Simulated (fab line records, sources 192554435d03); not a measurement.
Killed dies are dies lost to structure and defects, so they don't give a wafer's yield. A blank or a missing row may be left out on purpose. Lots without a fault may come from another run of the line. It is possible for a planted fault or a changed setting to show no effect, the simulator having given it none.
fab line records | flow n5Finfet
record: lots: 12 wafers: 36 lastDay: 16
route steps=1938 shown BEOL_M2@904 MIM_BOT_ETCH@1868 TV_LITHO@1883 PASSIVATION@1936
lots that met no fault: from a run of the same line without faults
startH: hours from the record's first day to the start of the lot's first wafer shown | waitH: hours elapsed since this lot's preceding step | " identical to the entry in the row above | L1.1+2: several wafers, shown together as one row | - value missing, or start not given | * or withheld: withheld | < > ~ a bound
route shown NAME@n: NAME is a module with steps in the file, n the number in the route of the first one | usual: average and standard deviation across the fault-free wafers | same: alike in all rows | chamber/n: place in a boat | sites: readings site by site | _std_site: their standard deviation | _edge_site: inner sites' mean taken away from outer sites' mean | radiusMm: how far each site lies from the wafer's centre | mask NAME#n: copy n | behind: the tool/chamber that last shaped the wafer | hold: why the lot was held/for how many hours/how that ended | device: which transistor (n, p or np) failed to switch | end of line: tests run on the same wafers once the route is complete | step lacking rows: just its recipe | killed: not the wafer's yield, but the dies lost to structure and defects at the first sort | map: per-die view of a wafer (x killed, . not killed, _ where there is no die)
set.NAME: the setting that was run; set.NAME@STEP: the one run at that earlier step | model.NAME: the simulator's own value behind a step, which no gauge read
a sample of lots followed through the steps of the route, with each step as a table and each wafer as a row
services: when a tool's chamber went out of use (startH, in hours from the record's first day, below 0 if earlier), for how many hours, and the reason
== steps ==
step: N5_BEOL_M2_SPUTTER_48
recipe: material: Cu targetThkA: 45 tempC: -20 chamberPressurePa: 0.07 powerW: withheld timeS: 8.29
usual: chamberPressurePa: 0.07/0.00015 substrateTempC: -19.99/0.11 throttleValvePct: 30.1/1.2
columns lot.wafer tool chamber startH waitH chamberPressurePa substrateTempC throttleValvePct
L397.2 pvdSputter-02 - 143.85 0.1 0.06985 -19.83 30.1
L397.5 " - " " 0.06997 -19.97 30.6
L397.6 " - " " 0.07018 -20.02 28.0
L399.1 pvdSputter-01 - 144.94 0.1 0.07007 -20.04 30.9
L399.3 " - " " 0.06983 -20.01 32.6
L399.5 " - " " 0.07018 -20.05 30.9
L400.1 pvdSputter-02 - 150.51 0.1 0.07006 -20.05 29.8
L400.2 " - " " 0.07008 -20.00 28.2
L400.3 " - " " 0.07024 -20.06 29.3
L402.3 pvdSputter-03 - 165.59 0.1 0.06993 -19.94 31.1
L402.5 " - " " 0.07018 -19.88 28.3
L402.6 " - " " 0.0699 -19.98 30.1
L403.3 pvdSputter-01 - 179.92 1.6 0.07008 -19.93 29.4
L403.4 " - " " 0.07018 -20.03 29.2
L403.6 " - " " 0.07025 -19.97 29.2
L404.3 pvdSputter-02 - 183.13 0.1 0.06975 -19.98 30.6
L404.4 " - " " 0.07009 -19.89 27.9
L404.5 " - " " 0.06987 -19.95 30.5
L405.2 pvdSputter-03 - 183.94 0.2 0.0701 -19.91 30.8
L405.3 " - " " 0.07001 -19.97 29.8
L405.6 " - " " 0.07007 -19.91 30.8
L406.2 pvdSputter-01 - 185.95 0.1 0.07009 -19.98 32.7
L406.5 " - " " 0.06994 -20.07 32.5
L406.6 " - " " 0.07005 -19.80 30.5
L407.1 pvdSputter-01 - 206.83 0.1 0.06983 -19.98 32.6
L407.3 " - " " 0.07001 -19.88 31.1
L407.5 " - " " 0.07002 -20.06 29.3
L410.1 pvdSputter-01 - 236.69 0.1 0.06991 -19.92 29.2
L410.4 " - " " 0.0701 -19.97 32.6
L410.5 " - " " 0.06978 -19.93 29.2
L414.2 pvdSputter-01 - 245.55 0.2 0.07014 -19.87 32.6
L414.5 " - " " 0.07016 -20.04 29.7
L414.6 " - " " 0.07002 -19.96 29.1
L416.1 pvdSputter-01 - 260.19 0.1 0.07002 -19.82 32.6
L416.2 " - " " 0.06995 -20.11 29.3
L416.6 " - " " 0.06996 -20.05 29.6
step: N5_MIM_BOT_ETCH_ETCH_00
recipe: chemistry: Cl2/BCl3 target: TiN targetDepthA: 455 ionEnergyEv: 150 pressureMtorr: 10 icpW: 1000 biasW: 126 Cl2_flow_sccm: 53.25 bcl3FlowSccm: 21.75 Ar_flow_sccm: 25
usual: bcl3FlowSccm: 21.75/0.06 drypumpMotorCurrentA: 5.7/0.69 oesProductAu: 0.84/0.088 throttleValvePct: 21.9/0.31
columns lot.wafer tool chamber startH waitH bcl3FlowSccm drypumpMotorCurrentA oesProductAu rfHoursCounterH throttleValvePct
L397.2 rieMetal-03 1 265.89 0.2 21.82 6.8 0.76 - 21.9
L397.5 " 1 " " 21.79 6.8 0.78 - 21.9
L397.6 " 1 " " 21.84 6.8 0.77 - 21.9
L399.1 rieMetal-02 0 266.66 0.1 21.83 5.5 0.97 4 21.6
L399.3 " 0 " " 21.81 5.5 0.97 - 21.6
L399.5 " 1 " " 21.72 5.1 0.89 - 21.5
L400.1 rieMetal-01 1 266.67 0.1 21.80 6.5 0.75 52 22.2
L400.2 " 1 " " 21.77 6.6 0.75 - 22.2
L400.3 " 1 " " 21.77 6.5 0.75 - 22.2
L402.3 rieMetal-01 0 276.24 0.1 21.77 5.1 0.99 - 22.2
L402.5 " 0 " " 21.71 5.1 0.99 - 22.2
L402.6 " 1 " " 21.81 6.5 0.75 - 22.2
L403.3 rieMetal-01 1 288.23 0.1 21.80 6.5 0.75 - 22.2
L403.4 " 0 " " 21.64 5.1 0.96 - 22.3
L403.6 " 1 " " 21.76 6.5 0.74 - 22.2
L404.3 rieMetal-02 1 296.36 0.1 21.72 5.2 0.87 - 21.5
L404.4 " 0 " " 21.69 5.5 0.95 - 21.6
L404.5 " 0 " " 21.67 5.5 0.96 - 21.6
L405.2 rieMetal-01 1 299.61 0.1 21.80 6.5 0.74 55 22.2
L405.3 " 0 " " 21.85 5.1 0.94 - 22.3
L405.6 " 1 " " 21.75 6.5 0.75 - 22.2
L406.2 rieMetal-03 0 304.87 0.1 21.74 5.0 0.91 4 21.5
L406.5 " 1 " " 21.85 6.8 0.76 - 21.9
L406.6 " 0 " " 21.73 5.0 0.91 - 21.5
L407.1 rieMetal-01 0 318.23 0.1 21.69 5.1 0.92 3 22.2
L407.3 " 1 " " 21.74 6.5 0.75 - 22.2
L407.5 " 1 " " 21.72 6.5 0.75 - 22.2
L410.1 rieMetal-01 0 350.85 0.1 21.71 5.0 0.90 7 22.3
L410.4 " 0 " " 21.72 5.1 0.89 - 22.3
L410.5 " 0 " " 21.71 5.1 0.89 - 22.3
L414.2 rieMetal-02 0 370.03 0.1 21.75 5.5 0.92 12 21.6
L414.5 " 1 " " 21.77 5.2 0.86 - 21.6
L414.6 " 0 " " 21.75 5.4 0.92 - 21.6
L416.1 rieMetal-03 0 381.42 0.1 21.74 5.0 0.88 8 21.5
L416.2 " 1 " " 21.80 6.8 0.75 62 21.9
L416.6 " 0 " " 21.79 5.0 0.88 - 21.5
step: N5_PASSIVATION_CD_MEAS_10
recipe: targetCdNm: 3000 landingEnergyEv: 500 detector: seInlens
usual: cdNm: 3000.4/2.3
columns lot.wafer tool chamber startH waitH cdNm
L397.2 cdSem-01 0 267.20 - 2998.6
L397.5 " 0 " " 2997.9
L397.6 " 0 " " 2999.0
L399.1 cdSem-01 0 267.88 - 3001.8
L399.3 " 0 " " 2998.0
L399.5 " 0 " " 3005.0
L400.1 cdSem-01 0 268.17 - 2999.7
L400.2 " 0 " " 3001.0
L400.3 " 0 " " 2999.0
L402.3 cdSem-01 0 277.24 - 3000.4
L402.5 " 0 " " 2998.1
L402.6 " 0 " " 3000.1
L403.3 cdSem-02 0 290.80 - 2997.1
L403.4 " 0 " " 2996.7
L403.6 " 0 " " 2998.0
L404.3 cdSem-02 0 297.48 - 2998.9
L404.4 " 0 " " 2998.1
L404.5 " 0 " " 3001.2
L405.2 cdSem-01 0 301.92 - 3002.8
L405.3 " 0 " " 3004.6
L405.6 " 0 " " 2999.1
L406.2 cdSem-02 0 306.75 - 3000.8
L406.5 " 0 " " 3005.1
L406.6 " 0 " " 3000.3
L407.1 cdSem-02 0 319.52 - 2999.9
L407.3 " 0 " " 2999.3
L407.5 " 0 " " 2999.5
L410.1 cdSem-02 0 353.43 - 2999.8
L410.4 " 0 " " 2999.3
L410.5 " 0 " " 2999.4
L414.2 cdSem-02 0 371.72 - 2999.5
L414.5 " 0 " " 3003.2
L414.6 " 0 " " 3003.6
L416.1 cdSem-01 0 383.02 - 3001.6
L416.2 " 0 " " 3000.7
L416.6 " 0 " " 2999.8
step: N5_PASSIVATION_PROBE_49
usual: defectLimitedYield: 91.2/1.6 killed_at_M0_to_M3: 34/11 killed_at_M4_up: 14/5.7 killedAtContacts: 14/6.6 killedAtFrontEnd: 37/10 killedAtOther: 4/3.2 killedDies: 104/19 killedOpen: 69/13 killedShort: 33/8.7 sort_bin_5_function: 5.1/1 sort_bin_6_memory: 3.3/0.76 sortNPass: 1076/19 sortYieldPct: 91.2/1.6
same: grossDies: 1180 killedAtBackSide: 0 sort_bin_4_leakage[%]: 0 sort_bin_8_speed[%]: 0
columns lot.wafer tool chamber startH waitH defectLimitedYield[%] killed_at_M0_to_M3 killed_at_M4_up killedAtContacts killedAtFrontEnd killedAtOther killedDies killedOpen killedShort sort_bin_5_function[%] sort_bin_6_memory[%] sortNPass sortYieldPct[%]
L400.1 prober-02 - 275.76 0.0 89.5 28 29 15 47 5 124 77 38 5.8 3.7 1056 89.5
L400.2 prober-02 - 275.81 0.1 90.7 24 23 6 55 2 110 84 23 5.5 3.6 1070 90.7
L400.3 prober-02 - 275.86 0.1 92.9 37 14 3 30 0 84 57 26 4.2 2.6 1096 92.9
L404.3 prober-02 - 305.10 0.1 92.7 37 4 4 37 4 86 57 29 5.1 2.0 1094 92.7
L404.4 prober-02 - 305.15 0.2 92.0 47 12 6 26 3 94 69 25 4.7 2.6 1086 92.0
L404.5 prober-02 - 305.20 0.2 90.8 36 14 17 34 8 109 84 25 4.8 4.2 1071 90.8
L406.2 prober-02 - 313.53 0.1 91.6 44 16 10 28 1 99 75 24 4.4 3.9 1081 91.6
L406.5 prober-02 - 313.68 0.2 92.6 37 13 13 23 1 87 54 33 4.4 2.4 1093 92.6
L406.6 prober-02 - 313.73 0.3 91.4 26 17 11 46 2 102 77 25 4.6 4.0 1078 91.4
L414.2 prober-02 - 379.13 0.1 90.7 40 14 16 40 0 110 74 36 5.5 3.1 1070 90.7
L414.5 prober-02 - 379.28 0.2 92.7 24 7 12 42 1 86 51 32 4.2 2.8 1094 92.7
L414.6 prober-02 - 379.33 0.3 82.9 146 11 13 32 0 202 55 28 11.7 3.2 978 82.9
L416.1 prober-01 - 390.01 0.0 90.9 35 10 22 39 1 107 73 32 5.8 3.1 1073 90.9
L416.2 prober-01 - 390.06 0.1 79.7 162 15 27 35 0 239 72 42 12.5 4.7 941 79.7
L416.6 prober-01 - 390.26 0.3 91.4 15 22 34 28 3 102 81 19 4.2 4.3 1078 91.4
killed by level:class
L400.1 BEOL_M4:geometricParticle:open=15 STI_FIN_REVEAL:geometricParticle:open=10 MOL_CONTACT_COAG:geometricParticle:open=10 BEOL_M0_SAQP:geometricParticle:short=9 BEOL_M1:geometricParticle:open=9 HKMG_FIN:areaEtch=9 FIN_SAQP:geometricParticle:open=6 BEOL_M0_SAQP:geometricParticle:open=6
L400.2 STI_FIN_REVEAL:geometricParticle:open=13 BEOL_M4:geometricParticle:open=13 FIN_SAQP:geometricParticle:open=10 BEOL_M0_SAQP:geometricParticle:open=10 STARTING-WAFER:geometricParticle:open=9 BEOL_M1:geometricParticle:open=7 MOL_CONTACT_COAG:geometricParticle:open=6 FIN_SAQP:geometricParticle:short=3
L400.3 BEOL_M1:geometricParticle:open=11 BEOL_M2:geometricParticle:open=7 STI_FIN_REVEAL:geometricParticle:open=6 BEOL_M0_SAQP:geometricParticle:short=6 BEOL_M4:geometricParticle:open=5 BEOL_M1:geometricParticle:short=4 STARTING-WAFER:geometricParticle:open=4 ILD0:geometricParticle:open=3
L404.3 BEOL_M2:geometricParticle:open=10 STI_FIN_REVEAL:geometricParticle:open=7 DUMMY_GATE:geometricParticle:open=7 BEOL_M0_SAQP:geometricParticle:short=7 BEOL_M1:geometricParticle:open=6 GATE_CUT:geometricParticle:short=5 BEOL_M3:geometricParticle:open=5 BEOL_M0_SAQP:geometricParticle:open=4
L404.4 BEOL_M3:geometricParticle:open=11 BEOL_M1:geometricParticle:open=10 BEOL_M0_SAQP:geometricParticle:open=8 BEOL_M2:geometricParticle:open=7 GATE_CUT:geometricParticle:short=5 MOL_CONTACT_COAG:geometricParticle:open=5 BEOL_M0_SAQP:geometricParticle:short=5 DUMMY_GATE:geometricParticle:open=4
L404.5 STI_FIN_REVEAL:geometricParticle:open=15 MOL_CONTACT_COAG:geometricParticle:open=14 BEOL_M0_SAQP:geometricParticle:open=12 BEOL_M1:geometricParticle:open=6 PAD_METAL:geometricParticle:open=6 DUMMY_GATE:geometricParticle:open=5 BEOL_M0_SAQP:geometricParticle:short=5 BEOL_M2:geometricParticle:open=5
L406.2 BEOL_M2:geometricParticle:open=11 MOL_CONTACT_COAG:geometricParticle:open=9 BEOL_M3:geometricParticle:open=8 FIN_SAQP:geometricParticle:open=7 BEOL_M0_SAQP:geometricParticle:short=7 BEOL_M0_SAQP:geometricParticle:open=7 BEOL_M1:geometricParticle:open=6 GATE_CUT:geometricParticle:short=5
L406.5 MOL_CONTACT_COAG:geometricParticle:open=9 BEOL_M2:geometricParticle:open=9 BEOL_M3:geometricParticle:open=8 STI_FIN_REVEAL:geometricParticle:open=6 GATE_CUT:geometricParticle:short=5 BEOL_M0_SAQP:geometricParticle:open=5 MOL_CONTACT_COAG:geometricParticle:short=4 BEOL_M4:geometricParticle:short=4
L406.6 STI_FIN_REVEAL:geometricParticle:open=14 FIN_SAQP:geometricParticle:open=10 BEOL_M4:geometricParticle:open=10 MOL_CONTACT_COAG:geometricParticle:open=9 BEOL_M0_SAQP:geometricParticle:open=6 BEOL_M0_SAQP:geometricParticle:short=6 BEOL_M3:geometricParticle:open=5 DUMMY_GATE:geometricParticle:open=5
L414.2 FIN_SAQP:geometricParticle:short=13 MOL_CONTACT_COAG:geometricParticle:open=13 BEOL_M2:geometricParticle:open=10 BEOL_M3:geometricParticle:open=9 FIN_SAQP:geometricParticle:open=7 BEOL_M1:geometricParticle:open=7 BEOL_M0_SAQP:geometricParticle:short=5 GATE_CUT:geometricParticle:short=5
L414.5 MOL_CONTACT_COAG:geometricParticle:open=10 FIN_SAQP:geometricParticle:short=8 BEOL_M0_SAQP:geometricParticle:short=6 BEOL_M1:geometricParticle:open=6 STI_FIN_REVEAL:geometricParticle:open=5 BEOL_M0_SAQP:geometricParticle:open=5 STARTING-WAFER:geometricParticle:short=5 STARTING-WAFER:geometricParticle:open=4
L414.6 BEOL_M2:unspecified=119 MOL_CONTACT_COAG:geometricParticle:open=11 BEOL_M1:geometricParticle:open=10 FIN_SAQP:geometricParticle:open=8 BEOL_M3:geometricParticle:open=7 GATE_CUT:geometricParticle:short=6 FIN_SAQP:geometricParticle:short=5 STARTING-WAFER:geometricParticle:short=4
L416.1 MOL_CONTACT_COAG:geometricParticle:open=20 STI_FIN_REVEAL:geometricParticle:open=9 BEOL_M0_SAQP:geometricParticle:open=8 BEOL_M0_SAQP:geometricParticle:short=7 DUMMY_GATE:geometricParticle:open=6 BEOL_M2:geometricParticle:short=5 BEOL_M3:geometricParticle:open=5 BEOL_M1:geometricParticle:open=4
L416.2 BEOL_M2:unspecified=124 MOL_CONTACT_COAG:geometricParticle:open=21 STI_FIN_REVEAL:geometricParticle:open=11 BEOL_M0_SAQP:geometricParticle:short=9 BEOL_M4:geometricParticle:open=7 MOL_CONTACT_COAG:geometricParticle:short=6 BEOL_M3:geometricParticle:open=6 BEOL_M1:geometricParticle:short=5
L416.6 MOL_CONTACT_COAG:geometricParticle:open=32 STI_FIN_REVEAL:geometricParticle:open=9 BEOL_M4:geometricParticle:open=7 FIN_SAQP:geometricParticle:open=6 BEOL_M8:geometricParticle:open=5 BEOL_M2:geometricParticle:open=4 DUMMY_GATE:geometricParticle:open=3 BEOL_M0_SAQP:geometricParticle:open=3
== services ==
columns tool chamber startH hours kind
rieMetal-03 - 150.55 2.5 repair
rieMetal-03 1 166.83 4.3 repair
rieMetal-02 0 211.95 - clean
rieMetal-02 0 211.95 17.0 scheduledDown
rieMetal-02 0 211.95 17.0 ventCycle
rieMetal-01 0 251.92 - clean
rieMetal-01 0 251.92 19.0 scheduledDown
rieMetal-01 0 251.92 19.0 ventCycle
rieMetal-03 0 257.60 - clean
rieMetal-03 0 257.60 13.7 scheduledDown
rieMetal-03 0 257.60 13.7 ventCycle
rieMetal-02 - 298.13 1.4 pm
rieMetal-02 - 303.05 2.8 pm
pvdSputter-03 - 309.90 0.8 repair
rieMetal-03 0 319.68 5.5 repair
pvdSputter-01 - 335.20 1.6 repair
== key ==
firstSign: step: N5_PASSIVATION_PROBE_49 reading: killed_at_M0_to_M3 direction: up sigmas: 11 usual: 34 struck: 154
effect: step: N5_PASSIVATION_PROBE_49 reading: killedDies direction: up sigmas: 6 usual: 104 struck: 220
moreKillsBornAt: N5_BEOL_M2_SPUTTER_48@pvdSputter-01: 243
metAt N5_BEOL_M2_SPUTTER_48
struckLots L414,L416
struckWafers L414.6,L416.2
notActingAt N5_MIM_BOT_ETCH_ETCH_00,N5_PASSIVATION_CD_MEAS_10
onsetBetween 236.69 245.55
fault: kind: chamberParticleSource tool: pvdSputter-01 chamber: - onsetH: 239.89 steps: N5_BEOL_M2_SPUTTER_48 ratePerVisitCm2: 0.93869 endH: 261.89 scope: struckWafersOnly
